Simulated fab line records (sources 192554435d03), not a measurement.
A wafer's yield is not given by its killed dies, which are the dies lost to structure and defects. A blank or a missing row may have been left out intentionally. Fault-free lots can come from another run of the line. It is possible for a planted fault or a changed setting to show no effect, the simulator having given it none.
A lot that was struck, set against a sound lot + flow n5 finfet + 15 steps out of a route of 1938
Sound: the wafers L954.1, L954.2, L954.6. Wafers struck: L956.1, L956.4, L956.6. The cause is named last.
Order at every step that has rows: each side's tool, ch and its chambers, its first start. Under that, the readings that differ: sound wafers + struck wafers + difference of the means + sigmas: that difference in standard deviations of wafers without a fault.
alike: words and numbers the same on both sides, and readings whose means are apart by under 2 such deviations; not compared: readings that were withheld, readings missing a value for some wafer, numbers with overlapping values and no deviation given by the record, and bounds like >300 which may hide the same value.
Wherever a step has rows on one side only, a row that says differs or no value, or a row with sigmas, the two part there. Numbers that don't overlap but have no deviation are shown without sigmas and don't part them. A reading missing from all wafers of one side parts the sides only when that side holds two or more wafers.

first, 6 steps without rows for these wafers: N5_BEOL_M15_EBR_06; N5_BEOL_M15_SOFTBAKE_05 (time 60 s); N5_BEOL_M15_EXPOSE_07 (exposes mask V14); N5_BEOL_M15_PEB_08 (peb time 90 s); N5_BEOL_M15_DEVELOP_09 (develop time 45 s); N5_BEOL_M15_HARDBAKE_14 (time 120 s).
N5_BEOL_M15_CD_MEAS_10: target cd 360 nm.
  sound on cd sem-01 ch 0, day 14 22:16; struck on cd sem-03 ch 0, day 15 06:50
  alike: cd nm
N5_BEOL_M15_OVL_MEAS_11:
  sound on overlay-01 ch 0, day 14 22:18; struck on overlay-02 ch 0, day 15 06:52
  alike: V14_OVL
N5_BEOL_M15_INSPECT_12: inspects for defects (macro).
  sound: defect inspect-02 at day 14 22:19; struck: defect inspect-01 at day 15 06:53
  alike: raw defect count
N5_BEOL_M15_DESCUM_15: chemistry O2, time 7.9 s.
  sound on rie diel-01 ch 1,2, day 14 22:22; struck on rie diel-04 ch 0,1,2, day 15 06:55
| reading                | sound             | struck            | difference | sigmas |
|------------------------|-------------------|-------------------|------------|--------|
| throttle valve pct (%) | 20.52 20.46 20.52 | 20.24 20.26 20.02 | -0.33      | -2     |
  alike: chamber pressure mTorr, drypump motor current A, oes product au, rf vpp V, showerhead plenum p Torr
  not compared: rf hours counter h
N5_BEOL_M15_ETCH_59: etches BARC in N2/H2, target depth 89 nm, overetch 26.7 nm, time 67.9 s.
  sound on rie diel-01 ch 1,2, day 14 22:23; struck on rie diel-04 ch 0,1,2, day 15 06:57
| reading                | sound             | struck            | difference | sigmas |
|------------------------|-------------------|-------------------|------------|--------|
| throttle valve pct (%) | 17.92 17.90 17.95 | 17.73 17.63 17.46 | -0.32      | -2     |
  alike: chamber pressure mTorr, drypump motor current A, h2 flow sccm, oes product au, rf vpp V, showerhead plenum p Torr
  not compared: rf hours counter h
N5_BEOL_M15_VIA_ETCH_16: etches SiO2 in C4F8/O2/Ar, target depth 1792.2 nm.
  sound on rie diel-01 ch 1,2, day 14 22:26; struck on rie diel-04 ch 0,1,2, day 15 07:00
| reading                     | sound       | struck      | difference | sigmas |
|-----------------------------|-------------|-------------|------------|--------|
| drypump motor current A (A) | 5.4 5.5 5.3 | 5.6 6.3 6.2 | +0.6       | +2     |
  alike: O2_flow_sccm, chamber pressure mTorr, he inner torr, oes_ar_750_au, oes product au, rf vpp V, showerhead plenum p Torr, throttle valve pct
N5_BEOL_M15_STRIP_63: strips in O2.
  sound on rie diel-01 ch 1,2, day 14 22:00; struck on rie diel-04 ch 0,1,2, day 15 07:00
  no value came back on the struck wafers for any of 7 readings (bias power w (W), chamber pressure mTorr (mTorr) and others); on the sound wafers bias power w (W) reads 0 0 0
| reading                                    | sound | struck            | difference | sigmas |
|--------------------------------------------|-------|-------------------|------------|--------|
| model.coat_of_BEOL_M15_COAT_04.thk nm (nm) | 0 0 0 | 333.8 313.6 307.8 | +318.4     |        |
  not compared: rf hours counter h
N5_BEOL_M15_STRIP_64: strips in O2.
  sound on rie diel-01 ch 1,2; struck on rie diel-04 ch 0,1,2
| reading      | sound       | struck      | difference | sigmas |
|--------------|-------------|-------------|------------|--------|
| rf vpp V (V) | 3.2 3.9 3.7 | 4.0 4.4 5.8 | +1.1       | +2     |
  alike: chamber pressure mTorr, drypump motor current A, oes product au, showerhead plenum p Torr, throttle valve pct
  not compared: rf hours counter h
N5_PASSIVATION_PROBE_49:
  rows exist in the record for the sound wafers here (prober-01, day 15 22:06), none for the struck ones

## WHERE THEY PART
First at N5_BEOL_M15_DESCUM_15; last, within this record, at N5_PASSIVATION_PROBE_49.

WHY: whatever the simulator had introduced
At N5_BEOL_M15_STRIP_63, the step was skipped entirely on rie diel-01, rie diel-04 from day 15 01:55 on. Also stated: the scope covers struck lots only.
